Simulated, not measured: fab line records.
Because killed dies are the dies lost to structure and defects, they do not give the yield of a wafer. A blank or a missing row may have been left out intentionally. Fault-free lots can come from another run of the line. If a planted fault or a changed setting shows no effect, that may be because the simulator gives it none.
A lot that was struck, set against a sound lot -- flow n5-finfet -- 37 steps out of a route of 1938
Sound: these wafers, L699.4, L699.5, L699.6. Wafers struck: L718.1, L718.2, L718.4. The cause is named last.
Per side, at each step with rows, come the tool, then ch with its chambers, and then its first start. Under that, the readings that differ: sound wafers -- struck wafers -- difference of the means -- sigmas: that difference in standard deviations of wafers without a fault.
alike: readings whose means differ by less than 2 such deviations, and words and numbers that are the same on both sides. not compared: withheld readings, readings that some wafer has no value for, bounds like >300 that may hide the same value, and numbers for which the record gives no deviation and whose values overlap.
The two part at a step that has a row with sigmas, a row that says differs or no value, or rows on one side only. Non-overlapping numbers with no deviation appear without sigmas and do not part them. Lack of a reading on every wafer of one side parts them only where that side has two or more wafers.

first, 10 steps without rows for these wafers: N5_MOL_CONTACT_COAG_DESCUM_13 (chemistry O2, time 7 s); N5_MOL_CONTACT_COAG_ETCH_59 (etches underlayer in N2/H2, target depth 13 nm, time 10.4 s); N5_MOL_CONTACT_COAG_ETCH_105 (etches SiARC in CF4, target depth 15.6 nm, time 26 s); N5_MOL_CONTACT_COAG_ETCH_106 (etches SOC in N2/H2, target depth 80 nm, overetch 16 nm, time 120 s); N5_MOL_CONTACT_COAG_STRIP_107 (strips in N2/H2); N5_MOL_CONTACT_COAG_STRIP_108 (strips in N2/H2); N5_MOL_CONTACT_COAG_CONTACT_ETCH_14 (etches SiO2 in C4F6/O2, target depth 27.5 nm, overetch 8.5 nm, time 20 s); N5_MOL_CONTACT_COAG_STRIP_109 (strips in C4F6/O2); N5_MOL_CONTACT_COAG_ETCH_15 (etches SiNx in CH3F/O2, stops on Si:P, target depth 7 nm); N5_MOL_CONTACT_COAG_ETCH_110 (etches Si in CF4/O2, target depth 2.5 nm, time 8 s).
N5_MOL_CONTACT_COAG_STRIP_98: strips in N2/H2.
  sound on rie-diel-06 ch 0,2,3, day 4 16:23; struck on rie-diel-06 ch 0,1,3, day 9 12:11
  alike: chamber-pressure-mTorr, drypump-motor-current-A, oes-product-au, rf-vpp-V, showerhead-plenum-p-Torr, throttle-valve-pct
  not compared: rf-hours-counter-h
then, 25 steps without rows for these wafers: N5_MOL_CONTACT_COAG_IMPLANT_129; N5_MOL_CONTACT_COAG_PRECLEAN_111 (cleans in NF3:NH3, afs cycles 1, time 20 s, sublimation time 60 s); N5_MOL_CONTACT_COAG_TI_SIL_19 (material Ti, target thk 4.2 nm, time 15 s); N5_MOL_CONTACT_COAG_ALD_20 (deposits TiN, target thk 1.5 nm, pulse time 1 s, purge time 3 s); N5_MOL_CONTACT_COAG_SIL_ANNEAL_21 (time 60 s); N5_MOL_CONTACT_COAG_PRE_CLEAN_141 (time 60 s); N5_MOL_CONTACT_COAG_SPUTTER_143 (material Co, target thk 2.5 nm); N5_MOL_CONTACT_COAG_CO_FILL_22 (material Co, precursor CCTBA/H2, target thk 20 nm); N5_MOL_CONTACT_COAG_ANNEAL_113 (time 300 s); N5_MOL_CONTACT_COAG_PRE_CLEAN_142 (time 60 s); N5_MOL_CONTACT_COAG_SPUTTER_130 (material Co, target thk 47.5 nm); N5_MOL_CONTACT_COAG_PRECLEAN_125 (cleans in DIW, time 57.5 s); N5_MOL_CONTACT_COAG_SRD_126 (dry time 32 s); N5_MOL_CONTACT_COAG_CMP_23 (polishes, stops on SiO2, t overpolish 1.5 s, target thk 0 nm); N5_MOL_CONTACT_COAG_WET_ETCH_26 (target Co, target depth 13 nm); N5_MOL_CONTACT_COAG_WET_ETCH_116 (etches the open film in SC1-inhibited, target depth 4.6 nm, rinse time 30 s); N5_MOL_CONTACT_COAG_ALD_27 (deposits SiOC, target thk 17 nm, pulse time 1.5 s, time 2720 s); N5_MOL_CONTACT_COAG_CMP_28 (polishes, stops on SiNx, t overpolish 0.85 s, target thk 14.522 nm); N5_MOL_CONTACT_COAG_ALD_123 (deposits SiNx, target thk 5 nm, pulse time 1 s, purge time 2 s); N5_MOL_CONTACT_COAG_PECVD_31 (deposits SiO2 from TEOS/O2, target thk 46 nm, time 8.9 s); N5_MOL_CONTACT_COAG_COAT_75 (time 60 s, resist thk 60 nm); N5_MOL_CONTACT_COAG_COAT_76 (time 60 s, resist thk 10 nm); N5_MOL_CONTACT_COAG_COAT_77 (time 60 s, resist thk 10 nm); N5_MOL_CONTACT_COAG_COAT_78 (resist thk 40 nm); N5_MOL_CONTACT_COAG_EBR_80.
-- here the record skips 8 days between the struck wafers' starts before and after, leaving off in module MOL_CONTACT_COAG and picking up in module PASSIVATION (first step shown: number 1936 of the route) --
N5_PASSIVATION_PROBE_49:
  only the struck wafers here have rows in the record (prober-01, day 17 11:00); the sound ones have none

WHERE THEY PART
Only at N5_PASSIVATION_PROBE_49, within this record.

WHY: the cause the simulator had injected
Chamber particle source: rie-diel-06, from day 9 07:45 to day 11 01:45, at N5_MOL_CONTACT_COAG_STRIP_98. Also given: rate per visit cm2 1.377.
